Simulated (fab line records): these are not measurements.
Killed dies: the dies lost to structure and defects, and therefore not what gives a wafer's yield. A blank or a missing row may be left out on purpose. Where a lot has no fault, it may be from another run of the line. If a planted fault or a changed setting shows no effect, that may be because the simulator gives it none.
Split-lot experiment || flow n5Finfet || 7 lots, 21 wafers read, on a route of 1938 steps

== THE SPLIT ==
At N5_BEOL_M5_ETCH_62 (etches SOC in N2/H2, target depth 75 nm, overetch 15 nm, time 112.5 s), the setting sourceW was moved away from the recipe's 840 W on 4 of the 21 wafers read, by -5.0% to +15.9%. For the rest of the wafers, this setting stayed at what the recipe calls for.

The reading comes from the split's own step.

== THE READING ==
rfVppV, in V, at N5_BEOL_M5_ETCH_62 (etches SOC in N2/H2, target depth 75 nm, overetch 15 nm, time 112.5 s). Typical for fault-free wafers on this fab line: 524.5 V, with standard deviation 2.8 V.

{"wafer": "L077.1", "tool, chamber at the split": "rieDiel-03, 1", "sourceW as run, W": 840, "against the recipe": "recipe", "rfVppV, V": 524.6, "against lot-mates on the recipe": "-"}
{"wafer": "L077.4", "tool, chamber at the split": "rieDiel-03, 0", "sourceW as run, W": 840, "against the recipe": "recipe", "rfVppV, V": 520.3, "against lot-mates on the recipe": "-"}
{"wafer": "L077.5", "tool, chamber at the split": "rieDiel-03, 3", "sourceW as run, W": 840, "against the recipe": "recipe", "rfVppV, V": 523.3, "against lot-mates on the recipe": "-"}
{"wafer": "L075.2", "tool, chamber at the split": "rieDiel-05, 0", "sourceW as run, W": 840, "against the recipe": "recipe", "rfVppV, V": 529.2, "against lot-mates on the recipe": "-"}
{"wafer": "L075.3", "tool, chamber at the split": "rieDiel-05, 3", "sourceW as run, W": 798, "against the recipe": "-5.0%", "rfVppV, V": 530.2, "against lot-mates on the recipe": "+1.8"}
{"wafer": "L075.6", "tool, chamber at the split": "rieDiel-05, 0", "sourceW as run, W": 840, "against the recipe": "recipe", "rfVppV, V": 527.7, "against lot-mates on the recipe": "-"}
{"wafer": "L082.2", "tool, chamber at the split": "rieDiel-04, 2", "sourceW as run, W": 840, "against the recipe": "recipe", "rfVppV, V": 519.8, "against lot-mates on the recipe": "-"}
{"wafer": "L082.4", "tool, chamber at the split": "rieDiel-04, 0", "sourceW as run, W": 939.9, "against the recipe": "+11.9%", "rfVppV, V": 505.5, "against lot-mates on the recipe": -14.3}
{"wafer": "L082.5", "tool, chamber at the split": "rieDiel-04, 3", "sourceW as run, W": 939.9, "against the recipe": "+11.9%", "rfVppV, V": 506.0, "against lot-mates on the recipe": -13.8}
{"wafer": "L083.2", "tool, chamber at the split": "rieDiel-05, 1", "sourceW as run, W": 840, "against the recipe": "recipe", "rfVppV, V": 528.1, "against lot-mates on the recipe": "-"}
{"wafer": "L083.3", "tool, chamber at the split": "rieDiel-05, 0", "sourceW as run, W": 840, "against the recipe": "recipe", "rfVppV, V": 525.8, "against lot-mates on the recipe": "-"}
{"wafer": "L083.6", "tool, chamber at the split": "rieDiel-05, 1", "sourceW as run, W": 840, "against the recipe": "recipe", "rfVppV, V": 528.1, "against lot-mates on the recipe": "-"}
{"wafer": "L088.1", "tool, chamber at the split": "rieDiel-04, 3", "sourceW as run, W": 840, "against the recipe": "recipe", "rfVppV, V": 527.5, "against lot-mates on the recipe": "-"}
{"wafer": "L088.2", "tool, chamber at the split": "rieDiel-04, 1", "sourceW as run, W": 840, "against the recipe": "recipe", "rfVppV, V": 527.7, "against lot-mates on the recipe": "-"}
{"wafer": "L088.6", "tool, chamber at the split": "rieDiel-04, 0", "sourceW as run, W": 973.2, "against the recipe": "+15.9%", "rfVppV, V": 498.6, "against lot-mates on the recipe": -29.0}
{"wafer": "L089.1", "tool, chamber at the split": "rieDiel-03, 1", "sourceW as run, W": 840, "against the recipe": "recipe", "rfVppV, V": 523.0, "against lot-mates on the recipe": "-"}
{"wafer": "L089.3", "tool, chamber at the split": "rieDiel-03, 3", "sourceW as run, W": 840, "against the recipe": "recipe", "rfVppV, V": 520.5, "against lot-mates on the recipe": "-"}
{"wafer": "L089.4", "tool, chamber at the split": "rieDiel-03, 2", "sourceW as run, W": 840, "against the recipe": "recipe", "rfVppV, V": 524.2, "against lot-mates on the recipe": "-"}
{"wafer": "L097.2", "tool, chamber at the split": "rieDiel-05, 3", "sourceW as run, W": 840, "against the recipe": "recipe", "rfVppV, V": 523.6, "against lot-mates on the recipe": "-"}
{"wafer": "L097.4", "tool, chamber at the split": "rieDiel-05, 0", "sourceW as run, W": 840, "against the recipe": "recipe", "rfVppV, V": 528.7, "against lot-mates on the recipe": "-"}
{"wafer": "L097.5", "tool, chamber at the split": "rieDiel-05, 0", "sourceW as run, W": 840, "against the recipe": "recipe", "rfVppV, V": 527.1, "against lot-mates on the recipe": "-"}

FIT RESULTS
A straight line over all 21 wafers: rfVppV changes by -1.61 V for each +1% of sourceW; r = -0.94; the points scatter about the line by 2.9 V.
The same after taking each lot's own level away (the mean of its wafers on the recipe; 21 wafers): -1.42 V for each +1%; r = -0.95; scatter 2.5 V.
The reading moves by 22 V for the largest change in sourceW, on that fit.
From 519.80 to 528.45 V: that is the span of the lots' own levels, equal to 3.1 times the standard deviation above.
Thus the slope moves with the lot-to-lot level: the two fits are different.
Check: -17.7 V against its lot-mates is what the line predicts for one of the wafers moved furthest among these (+15.9%) when that wafer is left out of the fit. It came out at -29 V against them.
Tool readings at the split's step, against how far the setting was moved: rfVppV r = -0.94.

== OTHER SPLITS ON THESE WAFERS ==
Other splits were also applied to these wafers ahead of the reading. Each is held against what the fit with the lots' levels taken away leaves over:
{"other split on the same wafers": "N5_BEOL_M2_EXPOSE_25 doseMj", "wafers away from the commonest value": 7, "r with rfVppV (lot level and that fit taken away)": -0.03}
{"other split on the same wafers": "N5_BEOL_M4_TRENCH_ETCH_37 timeS", "wafers away from the commonest value": 8, "r with rfVppV (lot level and that fit taken away)": "+0.11"}

== FILE'S OWN FIT ==
rfVppV changes by -1.52 V for each +1% of sourceW, r = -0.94.
